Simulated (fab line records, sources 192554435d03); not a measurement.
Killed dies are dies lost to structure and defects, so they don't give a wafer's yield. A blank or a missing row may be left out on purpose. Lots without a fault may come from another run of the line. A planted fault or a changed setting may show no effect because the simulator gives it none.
Chamber matching | flow n5_finfet | N5_FIN_CUT_ETCH_21 on rie_diel-02: 4 sister chambers
The step etches SOC in N2/H2, target depth 219 nm, overetch 43.8 nm, time 523.5 s. 18 wafers are shown with their chamber, then 9 later ones without.

WAFERS WITH THEIR CHAMBER
wafer  | chamber | showerhead_plenum_p_Torr (Torr) | drypump_motor_current_A (A) | throttle_valve_pct (%)
L074.2 | 3       | 2.45                            | 5.9                         | 17.92
L074.3 | 0       | 2.55                            | 5.7                         | 17.58
L074.4 | 1       | 2.62                            | 6.1                         | 17.54
L075.1 | 3       | 2.45                            | 5.9                         | 17.89
L075.3 | 2       | 2.54                            | 5.0                         | 17.65
L075.5 | 3       | 2.45                            | 5.9                         | 17.91
L077.1 | 1       | 2.62                            | 6.2                         | 17.55
L077.2 | 2       | 2.54                            | 5.0                         | 17.67
L077.3 | 3       | 2.45                            | 5.9                         | 17.91
L080.2 | 2       | 2.54                            | 4.9                         | 17.68
L080.4 | 3       | 2.45                            | 5.9                         | 17.91
L080.5 | 2       | 2.54                            | 4.9                         | 17.68
L084.3 | 0       | 2.54                            | 5.8                         | 17.62
L084.5 | 3       | 2.45                            | 5.9                         | 17.93
L084.6 | 2       | 2.54                            | 4.9                         | 17.69
L085.1 | 2       | 2.53                            | 4.9                         | 17.69
L085.2 | 0       | 2.54                            | 5.7                         | 17.62
L085.3 | 3       | 2.44                            | 5.9                         | 17.95

SIGNATURES (means of the wafers above)
reading                  | chamber 0 | chamber 1 | chamber 2 | chamber 3 | scatter within a chamber
showerhead_plenum_p_Torr | 2.5433    | 2.6200    | 2.5383    | 2.4486    | 0.0041
drypump_motor_current_A  | 5.733     | 6.150     | 4.933     | 5.900     | 0.0423
throttle_valve_pct       | 17.6067   | 17.5450   | 17.6767   | 17.9171   | 0.0177
Rule: a wafer's distance from a chamber is the root of the sum, over the readings, of the square of ((its reading less the chamber's mean) divided by the reading's scatter). The wafer belongs to the nearest chamber; if the next one is less than 2 further off, it can't be placed. The scatter: the root of (the sum of the squares of (reading less its chamber's mean) over the shown wafers, divided by (wafers less chambers)).

WAFERS WITHOUT THEIR CHAMBER
wafer  | showerhead_plenum_p_Torr (Torr) | drypump_motor_current_A (A) | throttle_valve_pct (%)
L085.4 | 2.45                            | 5.9                         | 17.94
L085.5 | 2.54                            | 5.8                         | 17.63
L085.6 | 2.53                            | 5.0                         | 17.71
L088.2 | 2.44                            | 5.9                         | 17.96
L088.5 | 2.44                            | 5.9                         | 17.95
L088.6 | 2.53                            | 4.9                         | 17.71
L094.1 | 2.53                            | 5.8                         | 17.68
L094.2 | 2.53                            | 5.0                         | 17.71
L094.5 | 2.61                            | 6.2                         | 17.60

WHICH CHAMBER EACH WENT THROUGH
wafer  | from the rows above | in truth
L085.4 | 3                   | 3
L085.5 | 0                   | 0
L085.6 | 2                   | 2
L088.2 | 3                   | 3
L088.5 | 3                   | 3
L088.6 | 2                   | 2
L094.1 | 0                   | 0
L094.2 | 2                   | 2
L094.5 | 1                   | 1
Placed correctly: 9 of 9. Can't be placed from these rows: 0. Placed wrongly: 0.
